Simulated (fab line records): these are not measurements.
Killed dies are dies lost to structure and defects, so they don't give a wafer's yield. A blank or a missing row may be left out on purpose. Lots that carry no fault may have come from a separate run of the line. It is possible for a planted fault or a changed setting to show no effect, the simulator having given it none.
fab line records -- flow nand_harc
[record] lots = 5, wafers = 15, last_day = 33
route steps=1302 shown P_STI@107 P_GATE@110
lots untouched by any fault: they come from a run of this same line in which no faults occurred
start_h: hours from the record's first day to the start of the lot's first wafer shown -- wait_h: time in hours since the lot's previous step -- " repeats the value in the row above -- L1.1+2: one row covering several wafers at once -- - no value, or no start given -- * or withheld: withheld -- < > ~ a bound
route shown NAME@n: names a module that has steps shown in the file, with the first one's number in the route -- usual: average and standard deviation across the fault-free wafers -- same: alike in all rows -- chamber/n: place in a boat -- sites: each site's reading -- _std_site: standard deviation across them -- _edge_site: the outer-site mean with the inner-site mean subtracted -- radius_mm: how far each site lies from the wafer's centre -- mask NAME#n: copy n -- behind: the tool/chamber that last shaped the wafer -- hold: reason for holding the lot/hours on hold/outcome of the hold -- device: transistor that didn't switch, given as n, p or np -- end of line: tests of these same wafers at the route's end -- step lacking rows: just its recipe -- killed: the dies lost at the first sort to structure and to defects; this is not the yield of the wafer -- map: a wafer's dies, x killed, . not, _ none there
set.NAME: the setting the step ran with; set.NAME@STEP: the setting that earlier step ran with -- model.NAME: the simulator's own value behind a step, which no gauge read
lots at selected steps of the route; one table per step, one row per wafer
services: when a tool's chamber went out of use (start_h, in hours from the record's first day, below 0 if earlier), for how many hours, and the reason
[[steps]]
[step NHARC_P_STI_SRD_39]
[step NHARC_P_STI_OXIDE_40]
[recipe] target_thk_a = 100, temp_c = 900, ox_time_s = 1362, material = SiO2
[step NHARC_P_STI_INSPECT_25]
[usual] raw_defect_count = 235/91
lot.wafer,tool,chamber,start_h,wait_h,raw_defect_count
L709.2,defect_inspect-02,-,99.24,0.4,92
L709.3,defect_inspect-02,-,99.24,0.4,145
L709.5,defect_inspect-02,-,99.24,0.4,175
L715.1,defect_inspect-01,-,164.13,0.4,172
L715.2,defect_inspect-01,-,164.13,0.4,223
L715.4,defect_inspect-01,-,164.13,0.4,194
L716.1,defect_inspect-02,-,178.91,0.4,274
L716.2,defect_inspect-02,-,178.91,0.4,267
L716.3,defect_inspect-02,-,178.91,0.4,272
L727.1,defect_inspect-02,-,279.12,0.4,215
L727.5,defect_inspect-02,-,279.12,0.4,174
L727.6,defect_inspect-02,-,279.12,0.4,305
L729.2,defect_inspect-02,-,300.40,0.4,489
L729.3,defect_inspect-02,-,300.40,0.4,212
L729.4,defect_inspect-02,-,300.40,0.4,281
[step NHARC_P_GATE_ETCH_69]
[recipe] target_depth_a = 140, chemistry = dHF, material = SiO2
[step NHARC_P_GATE_PRECLEAN_70]
[recipe] time_s = *, temp_c = 50, bath_age_min = 0, chemistry = SC1
[step NHARC_P_GATE_SRD_01]
[step NHARC_P_GATE_OXIDE_02]
[recipe] target_thk_a = 375, temp_c = 950, p_h2o_torr = 720, ox_time_s = 365, material = SiO2
[step NHARC_P_GATE_DEHYDRATE_03]
[recipe] temp_c = 150, time_s = 120
[step NHARC_P_GATE_HMDS_04]
[recipe] time_s = 30
[step NHARC_P_GATE_COAT_05]
[recipe] spin_rpm = 4690
[step NHARC_P_GATE_SOFTBAKE_06]
[recipe] temp_c = 122, time_s = 95
[step NHARC_P_GATE_EBR_07]
[step NHARC_P_GATE_EXPOSE_08]
[recipe] na = 0.6, dose_mj = 16.75, mask_id = P_HV
[usual] exposure_dose_mJ_cm2 = 16.751/0.016, stage_vel_mm_s = 500.04/0.25
lot.wafer,tool,chamber,start_h,wait_h,mask,exposure_dose_mJ_cm2,stage_vel_mm_s
L709.2,krf_scanner-01,0,108.85,-,P_HV#0,16.750,500.14
L709.3,krf_scanner-01,0,108.85,-,P_HV#0,16.761,499.73
L709.5,krf_scanner-01,0,108.85,-,P_HV#0,16.756,499.41
L715.1,krf_scanner-01,0,172.73,-,P_NSD#0,16.741,500.08
L715.2,krf_scanner-01,0,172.73,-,P_NSD#0,16.725,500.07
L715.4,krf_scanner-01,0,172.73,-,P_NSD#0,16.743,499.81
L716.1,krf_scanner-04,0,187.49,-,P_HV#0,16.743,500.32
L716.2,krf_scanner-04,0,187.49,-,P_HV#0,16.742,500.10
L716.3,krf_scanner-04,0,187.49,-,P_HV#0,16.718,499.72
L727.1,krf_scanner-01,0,289.91,-,P_HV#0,16.762,499.81
L727.5,krf_scanner-01,0,289.91,-,P_HV#0,16.764,500.72
L727.6,krf_scanner-01,0,289.91,-,P_HV#0,16.753,500.06
L729.2,krf_scanner-03,0,309.40,-,P_HV#0,16.752,500.01
L729.3,krf_scanner-03,0,309.40,-,P_HV#0,16.760,499.61
L729.4,krf_scanner-03,0,309.40,-,P_HV#0,16.749,499.80
[step NHARC_P_GATE_PEB_09]
[recipe] peb_temp_c = 118, peb_time_s = 85
[step NHARC_P_GATE_DEVELOP_10]
[recipe] time_s = 70
[step NHARC_P_GATE_CD_MEAS_11]
[recipe] target_cd_nm = 1640, landing_energy_ev = 500
[usual] cd_nm = 1639.8/1.1
lot.wafer,tool,chamber,start_h,wait_h,cd_nm
L709.2,cd_sem-02,0,109.00,-,1640.4
L709.3,cd_sem-02,0,109.00,-,1640.0
L709.5,cd_sem-02,0,109.00,-,1640.7
L715.1,cd_sem-03,0,172.88,-,-
L715.2,cd_sem-03,0,172.88,-,-
L715.4,cd_sem-03,0,172.88,-,-
L716.1,cd_sem-01,0,187.64,-,1640.3
L716.2,cd_sem-01,0,187.64,-,1639.9
L716.3,cd_sem-01,0,187.64,-,1639.5
L727.1,cd_sem-03,0,290.07,-,1640.6
L727.5,cd_sem-03,0,290.07,-,1638.5
L727.6,cd_sem-03,0,290.07,-,1639.9
L729.2,cd_sem-03,0,309.55,-,1641.4
L729.3,cd_sem-03,0,309.55,-,1640.4
L729.4,cd_sem-03,0,309.55,-,1642.2
[step NHARC_P_GATE_HARDBAKE_12]
[recipe] temp_c = 125, time_s = 80
[[services]]
tool,chamber,start_h,hours,kind
krf_scanner-03,-,102.03,3.6,repair
krf_scanner-01,-,122.28,1.5,repair
krf_scanner-04,-,130.33,2.0,repair
krf_scanner-01,0,135.41,-,calibration
krf_scanner-01,-,140.00,4.0,pm
krf_scanner-04,0,155.77,-,calibration
krf_scanner-03,0,174.67,-,calibration
krf_scanner-04,-,182.00,4.0,pm
krf_scanner-03,-,183.58,2.8,repair
krf_scanner-03,-,190.07,0.3,repair
krf_scanner-04,-,191.86,43.0,repair
krf_scanner-03,-,224.00,4.0,pm
krf_scanner-04,-,252.08,0.8,repair
krf_scanner-03,-,275.68,2.6,repair
krf_scanner-04,-,280.77,31.4,repair
krf_scanner-01,0,296.87,-,calibration
[[key]]
[first_sign] step = NHARC_P_GATE_EXPOSE_08, reading = mask, direction = changed
[effect] step = NHARC_P_GATE_CD_MEAS_11, reading = cd_nm, direction = missing
met_at NHARC_P_GATE_EXPOSE_08
struck_wafers L715.1,L715.2,L715.4
later_rows_left_out L715.1,L715.2,L715.4
sort_left_out L715.1,L715.2,L715.4
tester_left_out L715
onset_between 108.85 172.73
[fault] kind = wrong_mask, tool = any, chamber = -, onset_h = 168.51, steps = NHARC_P_GATE_EXPOSE_08, aux_copy = P_NSD#0, scope = struck_lots_only
// tester_left_out: of these lots the tester's yield and bins aren't shown, on N5 and GAA mostly nor the transistor test; their killed dies are dies lost to structure and defects alone, not to doping, threshold or leakage, so they don't give the yield
// sort_left_out: the simulated sort isn't trusted on such a fault, so these wafers' sort isn't shown, and their yield isn't known
// later_rows_left_out: the simulator's readings of these wafers behind a module that went badly wrong aren't trusted and aren't shown, but for the sort
